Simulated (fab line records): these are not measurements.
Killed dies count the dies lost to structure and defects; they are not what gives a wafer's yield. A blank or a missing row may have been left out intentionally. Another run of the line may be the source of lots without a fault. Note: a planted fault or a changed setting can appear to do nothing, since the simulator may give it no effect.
fab line records | flow nandHarc
[record] lots = 7 | wafers = 21 | lastDay = 32
route steps=1302 shown A_ONON_D2@558 A_CHANNEL_HOLE_D2@570 END@1302
lots with no fault: from the same line, run without faults
startH: hours from the record's opening day to when the first of the lot's shown wafers began | waitH: hours since the lot's step before | " same as the row above | L1.1+2: several wafers, shown together as one row | - value missing, or start not given | * or withheld: withheld | < > ~ a bound
route shown NAME@n: NAME is a module with steps in the file, n the number in the route of the first one | usual: the fault-free wafers' mean and standard deviation | same: alike in all rows | chamber/n: place in a boat | sites: per-site readings | _std_site: the values' standard deviation | _edge_site: outer sites' mean less inner sites' | radiusMm: for every site, how far away it sits from the centre of the wafer | mask NAME#n: copy n | behind: the last tool/chamber to shape the wafer | hold: why the lot was held/for how many hours/how that ended | device: the n, p or np transistor that did not switch | end of line: the route-end tests of the same wafers | a step given without rows: its recipe and nothing more | killed: the dies lost at the first sort to structure and to defects; this is not the yield of the wafer | map: dies across one wafer; x = killed, . = not, _ = none there
set.NAME: the run value of the setting; set.NAME@STEP: its run value at that earlier step | model.NAME: the simulator's own value behind a step, which no gauge read
lots seen at some steps along the route; tables by step, rows by wafer
services: from which hour (startH, from the record's first day; less than 0 if before it) a tool's chamber was out of use, for how many hours, and why
[[steps]]
[step NHARC_A_ONON_D2_DEP_19]
[recipe] targetThkA = 10000 | n2FlowSccm = 2750 | n2oFlowSccm = 2000 | nh3FlowSccm = 500 | sih4FlowSccm = 210 | tempC = 400
[step NHARC_A_ONON_D2_THK_MEAS_21]
[recipe] thkMeasGauge = ellipsometry
[usual] thkNm = 998/11
lot.wafer | tool         | chamber | startH | waitH | thkNm
L769.2    | filmMetro-02 | -       | 299.83 | -     | 983
L769.4    | "            | -       | "      | "     | 984
L769.6    | "            | -       | "      | "     | 982
L768.4    | filmMetro-01 | -       | 299.84 | -     | 1009
L768.5    | "            | -       | "      | "     | 1009
L768.6    | "            | -       | "      | "     | 1008
L770.2    | filmMetro-01 | -       | 313.37 | -     | 1006
L770.3    | "            | -       | "      | "     | 1006
L770.6    | "            | -       | "      | "     | 1007
L771.1    | filmMetro-01 | -       | 325.16 | -     | 1012
L771.3    | "            | -       | "      | "     | 1008
L771.5    | "            | -       | "      | "     | 1011
L779.2    | filmMetro-01 | -       | 394.15 | -     | 1007
L779.3    | "            | -       | "      | "     | 1007
L779.6    | "            | -       | "      | "     | 1005
L783.3    | filmMetro-02 | -       | 439.41 | -     | 982
L783.4    | "            | -       | "      | "     | 981
L783.5    | "            | -       | "      | "     | 982
L789.3    | filmMetro-02 | -       | 488.13 | -     | 980
L789.4    | "            | -       | "      | "     | 979
L789.6    | "            | -       | "      | "     | 980
[step NHARC_A_ONON_D2_DEP_22]
[recipe] targetThkA = 10000 | n2FlowSccm = 2750 | n2oFlowSccm = 2000 | nh3FlowSccm = 500 | sih4FlowSccm = 210 | tempC = 400
[step NHARC_A_ONON_D2_THK_MEAS_24]
[recipe] thkMeasGauge = ellipsometry
[usual] thkNm = 997/10
lot.wafer | tool         | chamber | startH | waitH | thkNm
L768.4    | filmMetro-01 | -       | 300.41 | -     | 1006
L768.5    | "            | -       | "      | "     | 1005
L768.6    | "            | -       | "      | "     | 1005
L769.2    | filmMetro-02 | -       | 300.41 | -     | 995
L769.4    | "            | -       | "      | "     | 995
L769.6    | "            | -       | "      | "     | 994
L770.2    | filmMetro-01 | -       | 313.93 | -     | 992
L770.3    | "            | -       | "      | "     | 991
L770.6    | "            | -       | "      | "     | 992
L771.1    | filmMetro-02 | -       | 325.72 | -     | 986
L771.3    | "            | -       | "      | "     | 985
L771.5    | "            | -       | "      | "     | 986
L779.2    | filmMetro-02 | -       | 394.71 | -     | 1004
L779.3    | "            | -       | "      | "     | 1004
L779.6    | "            | -       | "      | "     | 1003
L783.3    | filmMetro-02 | -       | 439.98 | -     | 979
L783.4    | "            | -       | "      | "     | 978
L783.5    | "            | -       | "      | "     | 980
L789.3    | filmMetro-02 | -       | 488.69 | -     | 992
L789.4    | "            | -       | "      | "     | 992
L789.6    | "            | -       | "      | "     | 995
[step NHARC_A_ONON_D2_DEP_25]
[recipe] targetThkA = 10000 | n2FlowSccm = 2750 | n2oFlowSccm = 2000 | nh3FlowSccm = 500 | sih4FlowSccm = 210 | tempC = 400
[step NHARC_A_ONON_D2_THK_MEAS_27]
[recipe] thkMeasGauge = ellipsometry
[usual] thkNm = 997/7.3
lot.wafer | tool         | chamber | startH | waitH | thkNm
L768.4    | filmMetro-02 | -       | 300.97 | -     | 1013
L768.5    | "            | -       | "      | "     | 1011
L768.6    | "            | -       | "      | "     | 1011
L769.2    | filmMetro-01 | -       | 300.97 | -     | 989
L769.4    | "            | -       | "      | "     | 987
L769.6    | "            | -       | "      | "     | 988
L770.2    | filmMetro-01 | -       | 314.49 | -     | 985
L770.3    | "            | -       | "      | "     | 984
L770.6    | "            | -       | "      | "     | 984
L771.1    | filmMetro-02 | -       | 326.28 | -     | 1002
L771.3    | "            | -       | "      | "     | 1002
L771.5    | "            | -       | "      | "     | 1002
L779.2    | filmMetro-01 | -       | 395.28 | -     | 991
L779.3    | "            | -       | "      | "     | 993
L779.6    | "            | -       | "      | "     | 994
L783.3    | filmMetro-02 | -       | 440.54 | -     | 984
L783.4    | "            | -       | "      | "     | 984
L783.5    | "            | -       | "      | "     | 982
L789.3    | filmMetro-01 | -       | 489.25 | -     | 1006
L789.4    | "            | -       | "      | "     | 1005
L789.6    | "            | -       | "      | "     | 1007
[step NHARC_A_ONON_D2_DEP_28]
[recipe] targetThkA = 10000 | n2FlowSccm = 2750 | n2oFlowSccm = 2000 | nh3FlowSccm = 500 | sih4FlowSccm = 210 | tempC = 400
[step NHARC_A_ONON_D2_THK_MEAS_30]
[recipe] thkMeasGauge = ellipsometry
[usual] thkNm = 1002/9.9
lot.wafer | tool         | chamber | startH | waitH | thkNm
L768.4    | filmMetro-01 | -       | 301.54 | -     | 1029
L768.5    | "            | -       | "      | "     | 1031
L768.6    | "            | -       | "      | "     | 1029
L769.2    | filmMetro-02 | -       | 301.54 | -     | 1004
L769.4    | "            | -       | "      | "     | 1004
L769.6    | "            | -       | "      | "     | 1005
L770.2    | filmMetro-01 | -       | 315.06 | -     | 1010
L770.3    | "            | -       | "      | "     | 1010
L770.6    | "            | -       | "      | "     | 1011
L771.1    | filmMetro-02 | -       | 326.86 | -     | 1008
L771.3    | "            | -       | "      | "     | 1006
L771.5    | "            | -       | "      | "     | 1008
L779.2    | filmMetro-01 | -       | 395.85 | -     | 1001
L779.3    | "            | -       | "      | "     | 1001
L779.6    | "            | -       | "      | "     | 1005
L783.3    | filmMetro-02 | -       | 441.11 | -     | 994
L783.4    | "            | -       | "      | "     | 996
L783.5    | "            | -       | "      | "     | 994
L789.3    | filmMetro-01 | -       | 489.82 | -     | 1003
L789.4    | "            | -       | "      | "     | 1005
L789.6    | "            | -       | "      | "     | 1004
[step NHARC_A_ONON_D2_DEP_33]
[recipe] targetThkA = 2000 | tempC = 400 | pressureTorr = 6.5 | rfW = 900 | teosFlowSccm = 161.4 | flowSccm = 2650 | targetThkNm = 200 | gas = O2 | material = SiO2
[usual] heaterPowerOuterW = 297/56 | heaterPowerW = 542/73 | mfcPrecursorSccm = 161.5/0.48 | throttleValvePct = 15.7/0.76
lot.wafer | tool     | chamber | startH | waitH | heaterPowerOuterW | heaterPowerW | mfcPrecursorSccm | throttleValvePct
L769.2    | pecvd-04 | 0       | 301.60 | 0.1   | 349               | 552          | 162.5            | 16.4
L769.6    | "        | 0       | "      | "     | 360               | 591          | 161.7            | 16.3
L769.4    | "        | 2       | "      | "     | 304               | 620          | 161.3            | 16.5
L768.5    | pecvd-02 | 1       | 301.73 | 0.2   | 312               | 568          | 161.3            | 14.6
L768.6    | "        | 2       | "      | "     | 283               | 532          | 160.9            | 14.8
L768.4    | "        | 0       | "      | "     | 328               | 544          | 162.4            | 15.6
L770.3    | pecvd-02 | 0       | 315.12 | 0.1   | 303               | 496          | 160.9            | 15.8
L770.2    | "        | 2       | "      | "     | 284               | 522          | 161.1            | 14.9
L770.6    | "        | 0       | "      | "     | 305               | 492          | 160.6            | 15.7
L771.1    | pecvd-04 | 1       | 326.91 | 0.1   | 332               | 634          | 162.1            | 15.2
L771.3    | "        | 0       | "      | "     | 386               | 619          | 161.3            | 16.3
L771.5    | "        | 1       | "      | "     | 338               | 625          | 162.0            | 15.1
L779.2    | pecvd-04 | 0       | 395.90 | 0.1   | 422               | 650          | 160.8            | 16.2
L779.3    | "        | 2       | "      | "     | 218               | 493          | 161.5            | 16.3
L779.6    | "        | 2       | "      | "     | 229               | 498          | 161.0            | 16.8
L783.3    | pecvd-01 | 2       | 441.16 | 0.1   | 267               | 447          | 161.1            | 16.4
L783.4    | "        | 2       | "      | "     | 273               | 452          | 161.7            | 16.5
L783.5    | "        | 1       | "      | "     | 231               | 491          | 160.8            | 16.1
L789.3    | pecvd-02 | 2       | 490.06 | 0.2   | 294               | 518          | 160.9            | 15.3
L789.6    | "        | 1       | "      | "     | 259               | 509          | 161.6            | 14.8
L789.4    | "        | 2       | "      | "     | 280               | 539          | 161.1            | 15.1
[step NHARC_A_ONON_D2_THK_MEAS_34]
[recipe] thkMeasGauge = ellipsometry
[usual] thkNm = 199.8/2.8
lot.wafer | tool         | chamber | startH | waitH | thkNm
L768.4    | filmMetro-01 | -       | 302.01 | -     | 198.7
L768.5    | "            | -       | "      | "     | 205.1
L768.6    | "            | -       | "      | "     | 203.5
L769.2    | filmMetro-02 | -       | 302.01 | -     | 198.5
L769.4    | "            | -       | "      | "     | 202.4
L769.6    | "            | -       | "      | "     | 201.3
L770.2    | filmMetro-01 | -       | 315.53 | -     | 200.7
L770.3    | "            | -       | "      | "     | 203.5
L770.6    | "            | -       | "      | "     | 205.0
L771.1    | filmMetro-01 | -       | 327.33 | -     | 193.1
L771.3    | "            | -       | "      | "     | 198.6
L771.5    | "            | -       | "      | "     | 200.0
L779.2    | filmMetro-02 | -       | 396.35 | -     | 198.7
L779.3    | "            | -       | "      | "     | 200.3
L779.6    | "            | -       | "      | "     | 199.8
L783.3    | filmMetro-02 | -       | 441.58 | -     | 195.8
L783.4    | "            | -       | "      | "     | 197.7
L783.5    | "            | -       | "      | "     | 199.8
L789.3    | filmMetro-02 | -       | 490.42 | -     | 201.5
L789.4    | "            | -       | "      | "     | 203.5
L789.6    | "            | -       | "      | "     | 203.4
[step NHARC_A_ONON_D2_INSPECT_32]
[usual] rawDefectCount = 419/170
lot.wafer | tool             | chamber | startH | waitH | rawDefectCount
L768.4    | defectInspect-01 | -       | 302.07 | 0.0   | 354
L768.5    | "                | -       | "      | "     | 575
L768.6    | "                | -       | "      | "     | 437
L769.2    | defectInspect-02 | -       | 302.08 | 0.0   | 302
L769.4    | "                | -       | "      | "     | 247
L769.6    | "                | -       | "      | "     | 353
L770.2    | defectInspect-02 | -       | 315.61 | 0.0   | 404
L770.3    | "                | -       | "      | "     | 254
L770.6    | "                | -       | "      | "     | 284
L771.1    | defectInspect-02 | -       | 327.41 | 0.0   | 368
L771.3    | "                | -       | "      | "     | 556
L771.5    | "                | -       | "      | "     | 336
L779.2    | defectInspect-01 | -       | 396.43 | 0.0   | 209
L779.3    | "                | -       | "      | "     | 312
L779.6    | "                | -       | "      | "     | 338
L783.3    | defectInspect-01 | -       | 441.64 | 0.0   | 778
L783.4    | "                | -       | "      | "     | 529
L783.5    | "                | -       | "      | "     | 773
L789.3    | defectInspect-02 | -       | 490.51 | 0.0   | 249
L789.4    | "                | -       | "      | "     | 345
L789.6    | "                | -       | "      | "     | 340
[step NHARC_A_CHANNEL_HOLE_D2_DEP_00]
[recipe] targetThkA = 31000 | tempC = 400 | material = aC
[usual] throttleValvePct = 35.001/0.0092
lot.wafer | tool      | chamber | startH | waitH | throttleValvePct
L769.2    | aclDep-02 | 0       | 302.58 | 0.5   | 35.003
L769.4    | "         | 0       | "      | "     | 34.998
L769.6    | "         | 0       | "      | "     | 34.994
L769.2    | aclDep-01 | 0       | 305.35 | 2.5   | 34.990
L769.4    | "         | 0       | "      | "     | 34.994
L769.6    | "         | 0       | "      | "     | 34.994
L768.4    | aclDep-03 | 0       | 303.09 | 1.0   | 35.002
L768.5    | "         | 0       | "      | "     | 35.003
L768.6    | "         | 0       | "      | "     | 35.006
L768.4    | aclDep-01 | 0       | 306.00 | 2.6   | 35.008
L768.5    | "         | 0       | "      | "     | 35.003
L768.6    | "         | 0       | "      | "     | 34.995
L770.2    | aclDep-03 | 0       | 319.27 | 3.7   | 34.988
L770.3    | "         | 0       | "      | "     | 34.994
L770.6    | "         | 0       | "      | "     | 35.015
L770.2    | aclDep-03 | 0       | 323.17 | 3.6   | 34.994
L770.3    | "         | 0       | "      | "     | 35.020
L770.6    | "         | 0       | "      | "     | 35.011
L771.1    | aclDep-01 | 0       | 329.21 | 1.8   | 34.989
L771.3    | "         | 0       | "      | "     | 35.015
L771.5    | "         | 0       | "      | "     | 34.997
L779.2    | aclDep-02 | 0       | 396.92 | 0.5   | 34.999
L779.3    | "         | 0       | "      | "     | 34.990
L779.6    | "         | 0       | "      | "     | 34.996
L783.3    | aclDep-03 | 0       | 442.34 | 0.7   | 34.998
L783.4    | "         | 0       | "      | "     | 34.997
L783.5    | "         | 0       | "      | "     | 35.015
L789.3    | aclDep-02 | 0       | 494.56 | 4.0   | 35.002
L789.4    | "         | 0       | "      | "     | 35.024
L789.6    | "         | 0       | "      | "     | 34.995
[step NHARC_A_CHANNEL_HOLE_D2_DEP_01]
[recipe] targetThkA = 1400 | targetThkNm = 140 | tempC = 400 | pressureTorr = 3.5 | flowSccm = 200 | rfW = 350 | material = SiON
[usual] heaterPowerOuterW = 450/56 | heaterPowerW = 742/64
lot.wafer | tool     | chamber | startH | waitH | heaterPowerOuterW | heaterPowerW
L769.2    | pecvd-04 | 0       | 306.93 | 1.3   | 558               | 854
L769.4    | "        | 0       | "      | "     | 563               | 844
L769.6    | "        | 1       | "      | "     | 371               | 667
L768.6    | pecvd-02 | 0       | 307.06 | 0.1   | 509               | 782
L768.4    | "        | 1       | "      | "     | 441               | 764
L768.5    | "        | 2       | "      | "     | 339               | 612
L770.3    | pecvd-04 | 1       | 325.18 | 1.4   | 461               | 799
L770.2    | "        | 2       | "      | "     | 458               | 839
L770.6    | "        | 1       | "      | "     | 473               | 801
L771.3    | pecvd-02 | 2       | 331.15 | 1.0   | 336               | 602
L771.1    | "        | 0       | "      | "     | 462               | 707
L771.5    | "        | 1       | "      | "     | 456               | 763
L779.3    | pecvd-03 | 2       | 398.50 | 1.0   | 392               | 664
L779.2    | "        | 1       | "      | "     | 530               | 831
L779.6    | "        | 1       | "      | "     | 536               | 854
L783.4    | pecvd-04 | 1       | 443.71 | 0.7   | 473               | 825
L783.3    | "        | 2       | "      | "     | 421               | 764
L783.5    | "        | 1       | "      | "     | 477               | 825
L789.3    | pecvd-02 | 1       | 495.91 | 1.0   | 451               | 757
L789.4    | "        | 0       | "      | "     | 383               | 617
L789.6    | "        | 1       | "      | "     | 350               | 607
[step NHARC_END_SORT_01]
[recipe] tempC = 25
[usual] killedAtArray = 61/23 | killedAtOther = 1.3/1.4 | killedAtPeriphery = 4.0/2.6 | killedDies = 66/22 | killedOpen = 3.4/1.8 | killedShort = 2.3/1.4
[same] grossDies = 677
lot.wafer | tool      | chamber | startH | waitH | killedAtArray | killedAtOther | killedAtPeriphery | killedDies | killedOpen | killedShort
L769.2    | prober-02 | 0       | 571.49 | 2.8   | 675           | 0             | 2                 | 677        | 1          | 2
L769.4    | prober-02 | 0       | 573.07 | 3.4   | 671           | 2             | 4                 | 677        | 4          | 3
L769.6    | prober-02 | 0       | 574.65 | 4.0   | 673           | 1             | 3                 | 677        | 3          | 2
L768.4    | prober-01 | 0       | 573.10 | 3.4   | 677           | 0             | 0                 | 677        | 2          | 1
L768.5    | prober-01 | 0       | 573.90 | 3.7   | 676           | 0             | 1                 | 677        | 4          | 1
L768.6    | prober-01 | 0       | 574.70 | 4.0   | 676           | 0             | 1                 | 677        | 7          | 3
L770.2    | prober-02 | 0       | 581.41 | 2.8   | 673           | 1             | 3                 | 677        | 3          | 1
L770.3    | prober-02 | 0       | 582.22 | 3.1   | 673           | 1             | 3                 | 677        | 3          | 4
L770.6    | prober-02 | 0       | 584.65 | 4.0   | 674           | 1             | 2                 | 677        | 1          | 2
// killed by level:class
L769.2 A_CHANNEL_HOLE_D2:areaDep=620 A_CHANNEL_HOLE_D1:chamberFilmFlake=29 A_CHANNEL_HOLE_D2:chamberFilmFlake=7 A_STAIRCASE:chamberFilmFlake=7 A_CHANNEL_FILL_D1:geometricParticle:short=2 A_CONTACT:chamberFilmFlake=2 A_CONTACT:unspecified=2 A_M0:chamberFilmFlake=2
L769.4 A_CHANNEL_HOLE_D2:areaDep=609 A_CHANNEL_HOLE_D1:chamberFilmFlake=34 A_CHANNEL_HOLE_D2:chamberFilmFlake=7 A_STAIRCASE:chamberFilmFlake=5 A_WL_FILL:chamberFilmFlake=4 A_CONTACT:unspecified=4 A_WL_FILL:geometricParticle:short=2 P_ZERO_WELL:chamberFilmFlake=2
L768.4 A_CHANNEL_HOLE_D2:areaDep=565 A_CHANNEL_HOLE_D1:chamberFilmFlake=37 A_CHANNEL_HOLE_D2:chamberFilmFlake=32 A_SLIT:chamberFilmFlake=31 A_WL_FILL:chamberFilmFlake=2 A_CONTACT:chamberFilmFlake=2 A_M0:chamberFilmFlake=2 A_ONON_D1:geometricParticle:open=1
L768.5 A_CHANNEL_HOLE_D2:areaDep=577 A_CHANNEL_HOLE_D2:chamberFilmFlake=39 A_CHANNEL_HOLE_D1:chamberFilmFlake=31 A_SLIT:chamberFilmFlake=20 A_CHANNEL_FILL_D1:geometricParticle:open=2 A_CHANNEL_FILL_D1:chamberFilmFlake=2 P_M1:geometricParticle:short=1 A_ONON_D1:geometricParticle:open=1
L769.6 A_CHANNEL_HOLE_D2:areaDep=610 A_CHANNEL_HOLE_D1:chamberFilmFlake=32 A_CHANNEL_HOLE_D2:chamberFilmFlake=10 A_CONTACT:chamberFilmFlake=6 A_STAIRCASE:chamberFilmFlake=5 A_CONTACT:unspecified=3 P_M1:geometricParticle:open=1 A_DECK1_JOINT:geometricParticle:open=1
L768.6 A_CHANNEL_HOLE_D2:areaDep=570 A_CHANNEL_HOLE_D2:chamberFilmFlake=36 A_SLIT:chamberFilmFlake=29 A_CHANNEL_HOLE_D1:chamberFilmFlake=22 A_WL_FILL:chamberFilmFlake=3 A_M0:chamberFilmFlake=3 A_ONON_D1:geometricParticle:open=2 A_CHANNEL_FILL_D1:geometricParticle:short=2
L770.2 A_CHANNEL_HOLE_D2:areaDep=624 A_CHANNEL_HOLE_D1:chamberFilmFlake=31 A_CHANNEL_HOLE_D2:chamberFilmFlake=9 P_CONTACT:geometricParticle:open=2 A_ZERO_WELL:chamberFilmFlake=2 A_STAIRCASE:chamberFilmFlake=2 A_CONTACT:chamberFilmFlake=2 A_CHANNEL_FILL_D1:geometricParticle:short=1
L770.3 A_CHANNEL_HOLE_D2:areaDep=614 A_CHANNEL_HOLE_D1:chamberFilmFlake=34 A_CHANNEL_HOLE_D2:chamberFilmFlake=8 A_CONTACT:chamberFilmFlake=6 A_DECK1_JOINT:geometricParticle:short=2 P_ZERO_WELL:chamberFilmFlake=2 A_ZERO_WELL:chamberFilmFlake=2 A_STAIRCASE:chamberFilmFlake=2
L770.6 A_CHANNEL_HOLE_D2:areaDep=614 A_CHANNEL_HOLE_D1:chamberFilmFlake=36 A_CHANNEL_HOLE_D2:chamberFilmFlake=15 A_CONTACT:chamberFilmFlake=5 P_GATE:chamberFilmFlake=2 A_ONON_D1:geometricParticle:short=1 A_CHANNEL_FILL_D1:geometricParticle:short=1 A_M0:geometricParticle:open=1
// map L768.4 (x killed, . not)
____________x____________
_________xxxxxxx_________
_______xxxxxxxxxxx_______
______xxxxxxxxxxxxx______
_____xxxxxxxxxxxxxxx_____
____xxxxxxxxxxxxxxxxx____
____xxxxxxxxxxxxxxxxx____
___xxxxxxxxxxxxxxxxxxx___
___xxxxxxxxxxxxxxxxxxx___
__xxxxxxxxxxxxxxxxxxxxx__
__xxxxxxxxxxxxxxxxxxxxx__
_xxxxxxxxxxxxxxxxxxxxxxx_
_xxxxxxxxxxxxxxxxxxxxxxx_
_xxxxxxxxxxxxxxxxxxxxxxx_
_xxxxxxxxxxxxxxxxxxxxxxx_
_xxxxxxxxxxxxxxxxxxxxxxx_
xxxxxxxxxxxxxxxxxxxxxxxxx
xxxxxxxxxxxxxxxxxxxxxxxxx
xxxxxxxxxxxxxxxxxxxxxxxxx
xxxxxxxxxxxxxxxxxxxxxxxxx
xxxxxxxxxxxxxxxxxxxxxxxxx
_xxxxxxxxxxxxxxxxxxxxxxx_
_xxxxxxxxxxxxxxxxxxxxxxx_
_xxxxxxxxxxxxxxxxxxxxxxx_
_xxxxxxxxxxxxxxxxxxxxxxx_
_xxxxxxxxxxxxxxxxxxxxxxx_
__xxxxxxxxxxxxxxxxxxxxx__
__xxxxxxxxxxxxxxxxxxxxx__
___xxxxxxxxxxxxxxxxxxx___
___xxxxxxxxxxxxxxxxxxx___
____xxxxxxxxxxxxxxxxx____
____xxxxxxxxxxxxxxxxx____
_____xxxxxxxxxxxxxxx_____
______xxxxxxxxxxxxx______
_______xxxxxxxxxxx_______
_________xxxxxxx_________
____________x____________
// map L769.2 (x killed, . not)
____________x____________
_________xxxxxxx_________
_______xxxxxxxxxxx_______
______xxxxxxxxxxxxx______
_____xxxxxxxxxxxxxxx_____
____xxxxxxxxxxxxxxxxx____
____xxxxxxxxxxxxxxxxx____
___xxxxxxxxxxxxxxxxxxx___
___xxxxxxxxxxxxxxxxxxx___
__xxxxxxxxxxxxxxxxxxxxx__
__xxxxxxxxxxxxxxxxxxxxx__
_xxxxxxxxxxxxxxxxxxxxxxx_
_xxxxxxxxxxxxxxxxxxxxxxx_
_xxxxxxxxxxxxxxxxxxxxxxx_
_xxxxxxxxxxxxxxxxxxxxxxx_
_xxxxxxxxxxxxxxxxxxxxxxx_
xxxxxxxxxxxxxxxxxxxxxxxxx
xxxxxxxxxxxxxxxxxxxxxxxxx
xxxxxxxxxxxxxxxxxxxxxxxxx
xxxxxxxxxxxxxxxxxxxxxxxxx
xxxxxxxxxxxxxxxxxxxxxxxxx
_xxxxxxxxxxxxxxxxxxxxxxx_
_xxxxxxxxxxxxxxxxxxxxxxx_
_xxxxxxxxxxxxxxxxxxxxxxx_
_xxxxxxxxxxxxxxxxxxxxxxx_
_xxxxxxxxxxxxxxxxxxxxxxx_
__xxxxxxxxxxxxxxxxxxxxx__
__xxxxxxxxxxxxxxxxxxxxx__
___xxxxxxxxxxxxxxxxxxx___
___xxxxxxxxxxxxxxxxxxx___
____xxxxxxxxxxxxxxxxx____
____xxxxxxxxxxxxxxxxx____
_____xxxxxxxxxxxxxxx_____
______xxxxxxxxxxxxx______
_______xxxxxxxxxxx_______
_________xxxxxxx_________
____________x____________
[[services]]
tool      | chamber | startH | hours | kind
pecvd-04  | 0       | 282.54 | -     | clean
pecvd-04  | 1       | 282.54 | -     | clean
pecvd-04  | 2       | 282.54 | -     | clean
pecvd-04  | 1       | 285.51 | 4.9   | repair
aclDep-03 | -       | 305.95 | 13.0  | pm
pecvd-03  | -       | 307.94 | 1.1   | repair
pecvd-01  | -       | 311.00 | 13.0  | pm
pecvd-04  | 2       | 347.90 | 14.0  | repair
pecvd-01  | 0       | 360.72 | 1.7   | repair
pecvd-02  | -       | 361.38 | 0.6   | repair
pecvd-03  | -       | 366.11 | 13.0  | pm
aclDep-01 | -       | 370.24 | 13.0  | pm
pecvd-02  | -       | 408.11 | 13.0  | pm
pecvd-02  | 0       | 408.11 | 13.0  | ventCycle
pecvd-02  | 1       | 408.11 | 13.0  | ventCycle
pecvd-02  | 2       | 408.11 | 13.0  | ventCycle
pecvd-02  | 0       | 421.11 | -     | clean
aclDep-02 | -       | 424.21 | 13.0  | pm
pecvd-04  | 0       | 438.19 | 11.2  | repair
pecvd-03  | 0       | 439.79 | 4.7   | repair
pecvd-04  | -       | 450.54 | 13.0  | pm
pecvd-01  | -       | 459.89 | 0.6   | repair
aclDep-03 | -       | 487.90 | 13.0  | pm
pecvd-01  | -       | 492.06 | 13.0  | pm
[[key]]
[firstSign] step = NHARC_A_CHANNEL_HOLE_D2_DEP_00 | reading = visit | direction = added
[effect] step = NHARC_END_SORT_01 | reading = killedDies | direction = up | sigmas = 27 | usual = 66 | struck = 677
[moreKillsBornAt] NHARC_A_CHANNEL_HOLE_D2_DEP_00@aclDep-01 = 3551 | NHARC_A_CHANNEL_HOLE_D2_DEP_00@aclDep-03 = 1852
metAt NHARC_A_CHANNEL_HOLE_D2_DEP_00
struckWafers L768.4,L768.5,L768.6,L769.2,L769.4,L769.6,L770.2,L770.3,L770.6
laterRowsLeftOut L768.4,L768.5,L768.6,L769.2,L769.4,L769.6,L770.2,L770.3,L770.6
testerLeftOut L768,L769,L770
[fault] kind = repeatedStepWhole | tool = aclDep-01,aclDep-02,aclDep-03 | chamber = - | onsetH = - | steps = NHARC_A_CHANNEL_HOLE_D2_DEP_00 | times = 1 | scope = struckLotsOnly
// testerLeftOut: of these lots the tester's yield and bins aren't shown, on N5 and GAA mostly nor the transistor test; their killed dies are dies lost to structure and defects alone, not to doping, threshold or leakage, so they don't give the yield
// laterRowsLeftOut: the simulator's readings of these wafers behind a module that went badly wrong aren't trusted and aren't shown, but for the sort
